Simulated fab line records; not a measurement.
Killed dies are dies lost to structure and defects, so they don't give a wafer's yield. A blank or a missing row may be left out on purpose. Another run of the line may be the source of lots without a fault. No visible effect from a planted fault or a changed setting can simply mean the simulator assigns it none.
fab line records	flow nand_harc
record lots=6	wafers=18	last_day=24
route steps=1159 shown THIN_TSV@1140
lots that met no fault: from a run of the same line without faults
start_h: the number of hours between the record's first day and the start of the first shown wafer of the lot	wait_h: time in hours since the lot's previous step	" unchanged from the row above	L1.1+2: a row that stands for several wafers	- no value, or no start given	* or withheld: withheld	< > ~ a bound
route shown NAME@n: names a module that has steps shown in the file, with the first one's number in the route	usual: average and standard deviation across the fault-free wafers	same: alike in all rows	chamber/n: place in a boat	sites: readings site by site	_std_site: their standard deviation	_edge_site: outer sites' mean less inner sites'	radius_mm: for every site, how far away it sits from the centre of the wafer	mask NAME#n: copy n	behind: the most recent tool/chamber to have shaped the wafer	hold: the reason the lot was held/the length of the hold in hours/how it ended	device: which transistor (n, p or np) failed to switch	end of line: the route-end tests of the same wafers	where a step has no rows: the recipe by itself	killed: at the first sort, the dies lost to defects and structure; wafer yield is something else	map: a wafer's dies, x killed, . not, _ none there
set.NAME: the run value of the setting; set.NAME@STEP: its run value at that earlier step	model.NAME: the simulator's own value behind a step, which no gauge read
lots seen at some steps along the route; tables by step, rows by wafer
services: a tool's chamber out of use, with start hour (start_h, from the record's first day; less than 0 if before it), hours out, and reason
## steps
# step NHARC_THIN_TSV_DEHYDRATE_25
# recipe temp_c=150	time_s=120
# step NHARC_THIN_TSV_HMDS_26
# recipe time_s=30
# step NHARC_THIN_TSV_COAT_27
# recipe spin_rpm=*
# step NHARC_THIN_TSV_SOFTBAKE_28
# recipe temp_c=122	time_s=95
# step NHARC_THIN_TSV_EBR_29
# step NHARC_THIN_TSV_EXPOSE_30
# recipe na=0.55	dose_mj=11.47	mask_id=PAD
# step NHARC_THIN_TSV_PEB_31
# recipe peb_temp_c=118	peb_time_s=85
# step NHARC_THIN_TSV_DEVELOP_32
# recipe time_s=70
# step NHARC_THIN_TSV_CD_MEAS_33
# recipe target_cd_nm=5000	landing_energy_ev=500
# usual cd_nm=4999.2/1.6
lot.wafer	tool	chamber	start_h	wait_h	cd_nm
L475.1	cd_sem-02	0	481.68	-	5001.4
L475.5	"	0	"	"	5002.8
L475.6	"	0	"	"	5000.9
L480.1	cd_sem-03	0	496.41	-	4999.6
L480.2	"	0	"	"	4999.3
L480.3	"	0	"	"	5000.5
L481.4	cd_sem-01	0	535.61	-	4999.8
L481.5	"	0	"	"	5000.1
L481.6	"	0	"	"	5000.3
L483.1	cd_sem-02	0	537.20	-	5001.9
L483.3	"	0	"	"	5001.3
L483.4	"	0	"	"	5000.2
L482.2	cd_sem-01	0	538.41	-	5000.4
L482.3	"	0	"	"	5000.5
L482.4	"	0	"	"	5001.2
L486.1	cd_sem-02	0	557.44	-	5001.6
L486.4	"	0	"	"	4999.5
L486.5	"	0	"	"	5000.8
# step NHARC_THIN_TSV_HARDBAKE_34
# recipe temp_c=125	time_s=80
# step NHARC_THIN_TSV_DESCUM_35
# recipe time_s=3	o2_flow_sccm=200	ar_flow_sccm=0	bias_power_w=0	chemistry=O2
# usual drypump_motor_current_A=5.8/0.44	oes_product_au=0.999/0.0073	rf_vpp_V=57.9/0.9	showerhead_plenum_p_Torr=1.92/0.071	throttle_valve_pct=11.311/0.0089
lot.wafer	tool	chamber	start_h	wait_h	drypump_motor_current_A	oes_product_au	rf_hours_counter_h	rf_vpp_V	showerhead_plenum_p_Torr	throttle_valve_pct
L475.1	rie_diel-07	1	481.85	-	5.6	1.001	6	58.1	2.05	11.314
L475.5	"	1	"	"	5.6	1.007	-	57.5	2.05	11.297
L475.6	"	2	"	"	6.1	0.993	-	57.3	1.95	11.312
L480.2	rie_diel-11	3	496.58	-	5.3	0.989	14	58.7	1.86	11.307
L480.3	"	0	"	"	6.3	0.999	15	56.4	1.83	11.324
L480.1	"	1	"	"	6.5	1.007	13	58.0	1.93	11.316
L481.4	rie_diel-11	1	535.77	-	6.5	1.007	17	59.0	1.93	11.312
L481.5	"	0	"	"	6.4	1.002	-	57.4	1.83	11.308
L481.6	"	1	"	"	6.5	1.002	-	57.8	1.93	11.309
L483.4	rie_diel-06	0	537.36	-	5.9	0.995	8	56.8	1.81	11.318
L483.3	"	2	"	"	6.4	1.008	8	57.6	1.99	11.310
L483.1	"	3	"	"	5.3	1.005	9	58.3	1.90	11.301
L482.2	rie_diel-07	0	538.59	-	4.8	0.998	8	57.3	1.84	11.301
L482.4	"	1	"	"	5.6	0.990	11	58.8	2.05	11.312
L482.3	"	2	"	"	6.1	0.996	10	58.2	1.95	11.313
L486.4	rie_diel-07	3	557.61	-	5.8	0.993	11	57.0	1.93	11.303
L486.1	"	1	"	"	5.6	1.004	12	58.7	2.05	11.315
L486.5	"	2	"	"	6.1	1.000	-	56.3	1.95	11.302
# step NHARC_THIN_TSV_ETCH_59
# recipe target_depth_a=8800	icp_w=900	bias_w=100	Cl2_flow_sccm=60	bcl3_flow_sccm=30	time_s=138.1	chemistry=Cl2/BCl3
# usual drypump_motor_current_A=6.1/0.42	mfc_cl2_sccm=60.01/0.18	oes_product_au=1.002/0.0067	throttle_valve_pct=22.264/0.0097
lot.wafer	tool	chamber	start_h	wait_h	drypump_motor_current_A	mfc_cl2_sccm	oes_product_au	rf_hours_counter_h	throttle_valve_pct
L475.1	rie_metal-02	1	481.97	0.1	6.6	59.92	1.005	2.2	22.246
L475.6	"	1	"	"	6.6	59.49	1.002	-	22.261
L475.5	"	0	"	"	6.6	60.20	1.006	-	22.264
L480.1	rie_metal-03	0	496.70	0.1	6.4	60.19	1.010	1.1	22.262
L480.2	"	1	"	"	6.2	59.72	0.999	1.1	22.266
L480.3	"	0	"	"	6.5	60.03	1.014	-	22.258
L481.4	rie_metal-01	1	536.00	0.2	5.7	60.20	1.009	-	22.273
L481.5	"	0	"	"	5.5	60.18	0.996	-	22.251
L481.6	"	1	"	"	5.7	60.04	1.008	-	22.264
L483.1	rie_metal-03	1	537.52	0.1	6.2	60.04	1.012	2.4	22.276
L483.3	"	0	"	"	6.4	59.71	1.004	-	22.261
L483.4	"	1	"	"	6.2	59.98	0.993	-	22.262
L482.2	rie_metal-01	1	538.70	0.1	5.7	60.29	0.999	0.8	22.267
L482.3	"	1	"	"	5.7	60.29	1.004	-	22.257
L482.4	"	0	"	"	5.4	60.13	0.996	-	22.254
L486.1	rie_metal-03	0	557.73	0.1	6.4	60.05	1.011	2.7	22.255
L486.4	"	0	"	"	6.4	59.92	1.008	-	22.258
L486.5	"	1	"	"	6.1	60.18	1.011	-	22.260
# step NHARC_THIN_TSV_ETCH_36
# recipe target_depth_a=650	over_etch_frac=0.3	time_s=18.571	ion_energy_ev=150	chemistry=Cl2/BCl3
# usual drypump_motor_current_A=6.1/0.42	oes_product_au=1.003/0.0073
# same over_etch_frac=0.3
lot.wafer	tool	chamber	start_h	wait_h	drypump_motor_current_A	oes_product_au	rf_hours_counter_h
L475.1	rie_metal-02	1	482.23	0.2	6.6	1.006	2.3
L475.5	"	1	"	"	6.6	1.012	-
L475.6	"	0	"	"	6.5	0.990	-
L480.1	rie_metal-03	0	496.96	0.2	6.4	0.995	1.2
L480.2	"	1	"	"	6.2	1.006	1.2
L480.3	"	1	"	"	6.2	1.013	-
L481.4	rie_metal-01	0	536.16	0.1	5.5	0.991	-
L481.6	"	0	"	"	5.5	0.992	-
L481.5	"	1	"	"	5.7	1.000	-
L483.1	rie_metal-03	1	537.75	0.2	6.2	0.856	2.6
L483.4	"	1	"	"	6.2	0.858	-
L483.3	"	0	"	"	6.4	1.002	-
L482.2	rie_metal-01	1	538.96	0.2	5.7	1.004	0.9
L482.4	"	1	"	"	5.7	1.015	-
L482.3	"	0	"	"	5.4	0.989	-
L486.1	rie_metal-03	1	557.99	0.2	6.2	0.867	2.8
L486.4	"	0	"	"	6.4	0.855	-
L486.5	"	1	"	"	6.2	1.006	-
# step NHARC_THIN_TSV_STRIP_56
# recipe power_w=1500	temp_c=250	chemistry=O2
# usual drypump_motor_current_A=5.6/0.58	heater_power_w=312/12
lot.wafer	tool	chamber	start_h	wait_h	drypump_motor_current_A	heater_power_w	rf_hours_counter_h
L475.1	plasma_asher-02	0	482.33	0.1	4.9	299	41
L475.5	"	0	"	"	4.9	309	-
L475.6	"	1	"	"	6.1	317	-
L480.2	plasma_asher-01	1	497.06	0.1	6.2	302	11
L480.1	"	0	"	"	5.2	333	11
L480.3	"	0	"	"	5.2	320	-
L481.4	plasma_asher-01	1	536.39	0.2	6.2	305	-
L481.6	"	0	"	"	5.2	322	-
L481.5	"	1	"	"	6.3	309	-
L483.1	plasma_asher-01	0	537.85	0.1	5.2	319	23
L483.3	"	0	"	"	5.2	326	-
L483.4	"	1	"	"	6.3	301	-
L482.2	plasma_asher-01	1	540.36	1.4	6.2	304	25
L482.3	"	1	"	"	6.3	303	-
L482.4	"	0	"	"	5.3	320	-
L486.1	plasma_asher-02	0	558.09	0.1	4.8	294	5
L486.4	"	0	"	"	4.9	298	-
L486.5	"	0	"	"	4.9	299	-
## services
tool	chamber	start_h	hours	kind
rie_diel-11	-	458.15	0.8	repair
rie_metal-03	0	462.00	-	clean
rie_metal-03	1	462.00	-	clean
plasma_asher-01	0	462.16	-	clean
plasma_asher-01	1	462.16	-	clean
rie_diel-07	0	463.22	-	clean
rie_diel-07	1	463.22	-	clean
rie_diel-07	2	463.22	-	clean
rie_diel-07	3	463.22	-	clean
rie_diel-07	-	478.60	0.2	repair
rie_diel-07	0	487.72	-	clean
rie_diel-07	1	487.72	-	clean
rie_diel-07	2	487.72	-	clean
rie_diel-07	3	487.72	-	clean
rie_diel-07	2	496.16	5.7	repair
rie_metal-01	-	509.00	9.0	pm
rie_metal-01	0	509.00	9.0	vent_cycle
rie_metal-01	1	509.00	9.0	vent_cycle
rie_metal-02	1	511.35	19.0	repair
rie_metal-01	0	518.00	-	clean
rie_metal-01	1	518.00	-	clean
rie_diel-11	1	531.04	2.8	repair
plasma_asher-02	-	537.17	9.0	pm
rie_diel-11	-	543.56	9.0	pm
## key
first_sign step=NHARC_THIN_TSV_ETCH_36	reading=oes_product_au	direction=down	sigmas=20	usual=1.003	struck=0.859
effect none on later readings
met_at NHARC_THIN_TSV_ETCH_36
struck_wafers L483.1,L483.4,L486.1,L486.4
onset_between 496.96 537.75
fault kind=process_parameter_drift	tool=rie_metal-03	chamber=-	onset_h=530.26	steps=NHARC_THIN_TSV_ETCH_36	channel=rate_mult	offset=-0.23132	shape=step	end_h=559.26	scope=struck_wafers_only
